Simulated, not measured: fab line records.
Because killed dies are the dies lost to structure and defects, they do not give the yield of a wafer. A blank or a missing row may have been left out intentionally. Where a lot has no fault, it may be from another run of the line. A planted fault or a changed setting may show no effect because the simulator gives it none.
Which tool did it? ; flow n5Finfet ; Sampling: 22 lots, 66 wafers, 2 of 1938 route steps

## WHAT EACH GAUGE READ, for each wafer
N5_BEOL_M1_INSPECT_59: inspects for defects (darkfield). Usual: rawDefectCount reads 76 (standard deviation 30).
lot;measured;on;rawDefectCount;flag
L076;day 7 05:05;defectInspect-01;80 54 64;
L075;day 7 05:15;defectInspect-01;54 40 52;
L078;day 7 13:34;defectInspect-01;58 58 44;
L077;day 7 21:22;defectInspect-01;46 78 53;
L079;day 8 04:20;defectInspect-01;47 72 53;
L080;day 8 09:26;defectInspect-02;42 56 80;
L083;day 8 18:02;defectInspect-02;76 128 99;
L081;day 8 19:35;defectInspect-02;40 91 84;
L082;day 9 14:46;defectInspect-02;123 97 132;
L084;day 9 16:36;defectInspect-01;59 76 45;
L085;day 9 17:04;defectInspect-01;53 100 132;
L087;day 9 19:55;defectInspect-02;77 57 85;
L086;day 9 20:14;defectInspect-01;78 46 65;
L090;day 10 13:11;defectInspect-01;44 75 40;
L088;day 10 14:55;defectInspect-01;70 75 41;
L089;day 10 19:36;defectInspect-01;48 33 37;
L091;day 10 22:03;defectInspect-01;73 106 56;
L092;day 11 14:15;defectInspect-01;56 69 58;
L093;day 11 14:51;defectInspect-02;133 95 103;
L095;day 11 20:47;defectInspect-01;119 156 84;
L096;day 12 01:14;defectInspect-02;105 180 73;
L097;day 12 08:06;defectInspect-01;58 55 37;

## TOOL THAT RAN EACH LOT (tool first, then ch and the chambers of the sampled wafers, then the start)
lot;N5_BEOL_M1_SPUTTER_94
L076;pvdSputter-03, day 7 03:44
L075;pvdSputter-02, day 7 03:51
L078;pvdSputter-02, day 7 12:16
L077;pvdSputter-01, day 7 20:04
L079;pvdSputter-01, day 8 03:02
L080;pvdSputter-03, day 8 08:07
L083;pvdSputter-01, day 8 16:43
L081;pvdSputter-03, day 8 18:17
L082;pvdSputter-03, day 9 13:28
L084;pvdSputter-03, day 9 15:18
L085;pvdSputter-02, day 9 15:40
L087;pvdSputter-01, day 9 18:36
L086;pvdSputter-02, day 9 18:55
L090;pvdSputter-02, day 10 11:43
L088;pvdSputter-01, day 10 13:37
L089;pvdSputter-01, day 10 18:12
L091;pvdSputter-01, day 10 20:46
L092;pvdSputter-03, day 11 12:56
L093;pvdSputter-02, day 11 13:34
L095;pvdSputter-01, day 11 19:23
L096;pvdSputter-03, day 11 23:57
L097;pvdSputter-01, day 12 06:47
- N5_BEOL_M1_SPUTTER_94: material Cu, target thk 4.5 nm, time 8.29 s.

## AS READ BY THE TOOLS THEMSELVES (means over the sampled wafers that have a number; for cases with no such wafer, the mark the record gives instead)
N5_BEOL_M1_SPUTTER_94. Usual: chamberPressurePa 0.07002 Pa, standard deviation 0.00016; chuckSensorTempC -16.2 C, standard deviation 0.47; throttleValvePct 29.5 %, standard deviation 0.77.
lot;tool;chamberPressurePa (Pa);chuckSensorTempC (C);throttleValvePct (%);flag
L076;pvdSputter-03;0.07001;-16.0;30.1;
L075;pvdSputter-02;0.07007;-16.4;30.1;
L078;pvdSputter-02;0.07017;-16.1;28.5;
L077;pvdSputter-01;0.06982;-16.4;29.7;
L079;pvdSputter-01;0.07014;-16.2;29.5;
L080;pvdSputter-03;0.07009;-15.6;29.3;
L083;pvdSputter-01;0.06989;-16.1;30.0;
L081;pvdSputter-03;0.06997;-15.9;29.1;
L082;pvdSputter-03;0.06994;-16.4;28.7;
L084;pvdSputter-03;0.06976;-16.1;29.3;
L085;pvdSputter-02;0.06986;-16.0;29.8;
L087;pvdSputter-01;0.06984;-16.4;29.7;
L086;pvdSputter-02;0.07016;-15.9;28.9;
L090;pvdSputter-02;0.07000;-16.5;29.7;
L088;pvdSputter-01;0.07014;-16.2;30.0;
L089;pvdSputter-01;0.07008;-16.5;29.1;
L091;pvdSputter-01;0.06987;-16.0;30.1;
L092;pvdSputter-03;0.06995;-15.6;29.2;
L093;pvdSputter-02;0.06997;-15.8;29.0;
L095;pvdSputter-01;0.07006;-16.6;29.5;
L096;pvdSputter-03;0.07008;-15.8;29.8;
L097;pvdSputter-01;0.07000;-16.5;29.4;

## THE ANSWER, worked out from the rows above alone
Rule: a lot counts as off when the mean over its wafers that have a number is more than 3 standard deviations away from the usual mean. Also off: a lot with no number at a reading for which 4 or more lots have one. All remaining lots with rows at the step are treated as sound. The gauges are gone through in route order, then the tools' own readings, and for those a lot's mean is taken as printed above. At the first step where some lot is off, the reading lying furthest off is the one used; lots without a number count as furthest.
No lot is off on any of the readings shown, so nothing can be concluded from this.

## WHAT THE SIMULATOR HAD PUT IN
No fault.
